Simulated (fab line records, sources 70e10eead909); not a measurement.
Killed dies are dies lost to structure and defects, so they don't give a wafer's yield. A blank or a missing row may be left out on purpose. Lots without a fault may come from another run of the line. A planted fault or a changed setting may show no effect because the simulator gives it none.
Chamber matching | flow nand_harc | NHARC_P_M0_PRE_CLEAN_31 on pecvd-01: 3 sister chambers
The step time 12 s. 6 wafers are shown with their chamber, then 12 later ones without.

WAFERS WITH THEIR CHAMBER
wafer  | chamber | heater_power_w (W)
L084.4 | 2       | 724
L085.2 | 0       | 553
L085.6 | 2       | 593
L086.1 | 0       | 640
L086.3 | 1       | 643
L086.4 | 1       | 679

WAFERS WITHOUT THEIR CHAMBER
wafer  | heater_power_w (W)
L086.2 | 736
L086.5 | 717
L086.6 | 625
L087.1 | 585
L087.2 | 659
L087.3 | 645
L091.2 | 651
L091.3 | 722
L091.4 | 708
L092.2 | 638
L092.4 | 608
L092.6 | 621

WHICH CHAMBER EACH WENT THROUGH
wafer  | from the rows above          | in truth
L086.2 | can't be placed: 1 or 2 or 0 | 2
L086.5 | can't be placed: 1 or 2 or 0 | 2
L086.6 | can't be placed: 0 or 2 or 1 | 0
L087.1 | can't be placed: 0 or 2 or 1 | 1
L087.2 | can't be placed: 2 or 1 or 0 | 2
L087.3 | can't be placed: 2 or 1 or 0 | 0
L091.2 | can't be placed: 2 or 1 or 0 | 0
L091.3 | can't be placed: 1 or 2 or 0 | 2
L091.4 | can't be placed: 1 or 2 or 0 | 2
L092.2 | can't be placed: 2 or 1 or 0 | 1
L092.4 | can't be placed: 0 or 2 or 1 | 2
L092.6 | can't be placed: 0 or 2 or 1 | 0
Placed correctly: 0 of 12. Can't be placed from these rows: 12 (the true chamber is among the candidates in 12). Placed wrongly: 0.
How it was worked out, from the rows above alone: a wafer's distance from a chamber is the root of the sum, over the readings, of the square of ((its reading less the chamber's mean) divided by the reading's scatter). The wafer belongs to the nearest chamber; if the next one is less than 2 further off, it can't be placed. A chamber's mean is the mean of its shown wafers. The scatter: the root of (the sum of the squares of (reading less its chamber's mean) over the shown wafers, divided by (wafers less chambers)).
